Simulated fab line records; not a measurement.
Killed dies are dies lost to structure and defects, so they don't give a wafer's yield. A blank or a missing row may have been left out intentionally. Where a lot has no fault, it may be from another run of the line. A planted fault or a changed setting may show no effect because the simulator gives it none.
fab line records | flow nand-harc
record: lots: 5 wafers: 15 last-day: 24
route steps=1159 shown P_ZERO_WELL@29
lots that met no fault: from a run of the same line without faults
start-h: hours from the record's first day to the start of the lot's first wafer shown | wait-h: how many hours have passed since the lot's step before this one | " same as the row above | L1.1+2: a row that stands for several wafers | - no value, or no start was given | * or withheld: withheld | < > ~ a bound
route shown NAME@n: a module of which the file shows steps, and the number in the route of the first | usual: mean/standard deviation taken from wafers without a fault | same: alike in all rows | chamber/n: place in a boat | sites: the reading at each site | _std_site: the values' standard deviation | _edge_site: mean of outer sites minus mean of inner sites | radius-mm: how far each site lies from the wafer's centre | mask NAME#n: copy n | behind: tool/chamber where the wafer was last shaped | hold: what put the lot on hold/how long, in hours/how the hold closed | device: names the non-switching transistor (n, p or np) | end of line: the route-end tests of the same wafers | where a step has no rows: the recipe by itself | killed: not the wafer's yield, but the dies lost to structure and defects at the first sort | map: dies across one wafer; x = killed, . = not, _ = none there
set.NAME: the setting as run; set.NAME@STEP: as run at that earlier step | model.NAME: the simulator's own value behind a step, which no gauge read
certain route steps with their lots: each step a table, each wafer a row
services: when a tool's chamber went out of use (start-h, in hours from the record's first day, below 0 if earlier), for how many hours, and the reason
== steps ==
step: NHARC_P_ZERO_WELL_CD_MEAS_24
recipe: target-cd-nm: 720 landing-energy-ev: 500
usual: cd-nm: 721.1/1.7
columns lot.wafer tool chamber start-h wait-h cd-nm
L205.3 cd-sem-01 0 26.34 - 721.0
L205.4 " 0 " " 721.5
L205.5 " 0 " " 720.1
L209.1 cd-sem-03 0 50.58 - 720.0
L209.2 " 0 " " 719.9
L209.5 " 0 " " 717.8
L220.2 cd-sem-02 0 116.64 - 720.0
L220.5 " 0 " " 717.9
L220.6 " 0 " " 720.4
L224.2 cd-sem-02 0 140.47 - 722.2
L224.3 " 0 " " 723.1
L224.5 " 0 " " 721.0
L226.1 cd-sem-03 0 152.48 - 724.7
L226.3 " 0 " " 720.4
L226.5 " 0 " " 723.5
step: NHARC_P_ZERO_WELL_HARDBAKE_25
recipe: temp-c: 125 time-s: 80
step: NHARC_P_ZERO_WELL_DESCUM_26
recipe: time-s: 3 o2-flow-sccm: 200 ar-flow-sccm: 0 bias-power-w: 0 chemistry: O2
usual: drypump-motor-current-A: 5.6/0.4 oes-product-au: 0.997/0.011 rf-vpp-V: 57.5/0.91 showerhead-plenum-p-Torr: 1.87/0.065 throttle-valve-pct: 11.311/0.0092
columns lot.wafer tool chamber start-h wait-h drypump-motor-current-A oes-product-au rf-hours-counter-h rf-vpp-V showerhead-plenum-p-Torr throttle-valve-pct
L205.3 rie-diel-11 2 26.51 - 5.4 1.011 1 56.5 1.79 11.323
L205.5 " 2 " " 5.4 1.014 - 58.4 1.79 11.305
L205.4 " 3 " " 6.0 0.996 - 57.6 1.86 11.314
L209.1 rie-diel-06 0 50.74 - 4.8 1.004 12 57.1 1.91 11.317
L209.2 " 2 " " 5.9 1.014 12 57.3 1.80 11.311
L209.5 " 1 " " 6.2 0.991 - 57.5 1.83 11.331
L220.2 rie-diel-11 0 116.82 - 5.0 1.000 5 58.1 1.93 11.314
L220.5 " 2 " " 5.4 1.015 - 57.2 1.79 11.310
L220.6 " 3 " " 6.0 0.976 - 57.3 1.86 11.305
L224.3 rie-diel-06 2 140.64 - 5.9 1.004 5 57.1 1.79 11.308
L224.2 " 3 " " 6.1 1.000 4 58.0 1.93 11.314
L224.5 " 2 " " 5.9 0.996 - 57.2 1.79 11.317
L226.1 rie-diel-10 3 152.64 - 5.1 1.005 10 57.1 1.81 11.307
L226.3 " 2 " " 5.3 1.021 11 57.8 1.89 11.324
L226.5 " 3 " " 5.1 1.006 - 58.3 1.81 11.311
step: NHARC_P_ZERO_WELL_IMPLANT_27
recipe: energy-kev: 600 dose-cm2: 1e+13 tilt-deg: 7
step: NHARC_P_ZERO_WELL_IMPLANT_57
recipe: energy-kev: 250 dose-cm2: 4e+12 tilt-deg: 7
step: NHARC_P_ZERO_WELL_IMPLANT_58
recipe: energy-kev: 100 dose-cm2: 2e+12 tilt-deg: 7
step: NHARC_P_ZERO_WELL_STRIP_28
recipe: time-s: 840 temp-c: 130 chemistry: SPM
step: NHARC_P_ZERO_WELL_DEHYDRATE_29
recipe: temp-c: 150 time-s: 120
step: NHARC_P_ZERO_WELL_HMDS_30
recipe: time-s: 30
step: NHARC_P_ZERO_WELL_COAT_31
recipe: spin-rpm: withheld
step: NHARC_P_ZERO_WELL_SOFTBAKE_32
recipe: temp-c: 122 time-s: 95
step: NHARC_P_ZERO_WELL_EBR_33
step: NHARC_P_ZERO_WELL_EXPOSE_34
recipe: na: 0.6 target-cd-nm: 720 dose-mj: 22.31 mask-id: P_PWELL
same: na: 0.6
columns lot.wafer tool chamber start-h wait-h mask
L205.3+4+5 krf-scanner-04 0 27.87 - P_PWELL#0
L209.1+2+5 krf-scanner-02 0 52.07 - P_HVPW#0
L220.2+5+6 krf-scanner-02 0 118.00 - P_PWELL#0
L224.2+3+5 krf-scanner-04 0 141.96 - P_PWELL#0
L226.1+3+5 krf-scanner-01 0 153.96 - P_PWELL#0
step: NHARC_P_ZERO_WELL_PEB_35
recipe: peb-temp-c: 118 peb-time-s: 85
step: NHARC_P_ZERO_WELL_DEVELOP_36
recipe: time-s: 70
step: NHARC_P_ZERO_WELL_CD_MEAS_37
recipe: target-cd-nm: 720 landing-energy-ev: 500
usual: cd-nm: 720.0/1.8
columns lot.wafer tool chamber start-h wait-h cd-nm
L205.3 cd-sem-02 0 28.02 - 722.7
L205.4 " 0 " " 723.2
L205.5 " 0 " " 720.6
L209.1 cd-sem-03 0 52.24 - -
L209.2 " 0 " " -
L209.5 " 0 " " -
L220.2 cd-sem-02 0 118.16 - 719.1
L220.5 " 0 " " 717.1
L220.6 " 0 " " 720.7
L224.2 cd-sem-03 0 142.11 - 722.7
L224.3 " 0 " " 721.4
L224.5 " 0 " " 719.0
L226.1 cd-sem-02 0 154.12 - 719.5
L226.3 " 0 " " 718.7
L226.5 " 0 " " 723.1
step: NHARC_P_ZERO_WELL_HARDBAKE_38
recipe: temp-c: 125 time-s: 80
== services ==
columns tool chamber start-h hours kind
rie-diel-11 0 11.67 20.5 repair
rie-diel-11 - 12.50 9.0 pm
rie-diel-11 1 12.50 9.0 vent-cycle
rie-diel-11 2 12.50 9.0 vent-cycle
rie-diel-11 3 12.50 9.0 vent-cycle
krf-scanner-02 - 13.62 8.5 repair
rie-diel-10 3 15.74 12.8 repair
rie-diel-06 0 18.70 - clean
rie-diel-06 1 18.70 - clean
rie-diel-11 2 28.91 5.1 repair
rie-diel-11 0 35.90 6.3 repair
krf-scanner-04 - 37.68 1.4 repair
krf-scanner-02 - 38.00 4.0 pm
rie-diel-10 3 60.46 5.1 repair
rie-diel-06 - 64.20 9.0 pm
krf-scanner-01 - 67.56 2.9 repair
krf-scanner-01 - 84.00 4.0 pm
rie-diel-10 2 87.15 17.1 repair
krf-scanner-01 - 102.59 23.3 repair
rie-diel-06 - 109.20 0.7 repair
rie-diel-06 3 112.05 21.2 repair
krf-scanner-04 - 126.00 4.0 pm
rie-diel-10 0 128.19 2.0 repair
krf-scanner-02 - 134.55 1.8 repair
== key ==
first-sign: step: NHARC_P_ZERO_WELL_EXPOSE_34 reading: mask direction: changed
effect: step: NHARC_P_ZERO_WELL_CD_MEAS_37 reading: cd-nm direction: missing
met-at NHARC_P_ZERO_WELL_EXPOSE_34
struck-wafers L209.1,L209.2,L209.5
later-rows-left-out L209.1,L209.2,L209.5
sort-left-out L209.1,L209.2,L209.5
tester-left-out L209
fault: kind: wrong-mask tool: any chamber: - onset-h: 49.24 steps: NHARC_P_ZERO_WELL_EXPOSE_34 aux-copy: P_HVPW#0 scope: struck-lots-only
tester-left-out: of these lots the tester's yield and bins aren't shown, on N5 and GAA mostly nor the transistor test; their killed dies are dies lost to structure and defects alone, not to doping, threshold or leakage, so they don't give the yield
sort-left-out: the simulated sort isn't trusted on such a fault, so these wafers' sort isn't shown, and their yield isn't known
later-rows-left-out: the simulator's readings of these wafers behind a module that went badly wrong aren't trusted and aren't shown, but for the sort
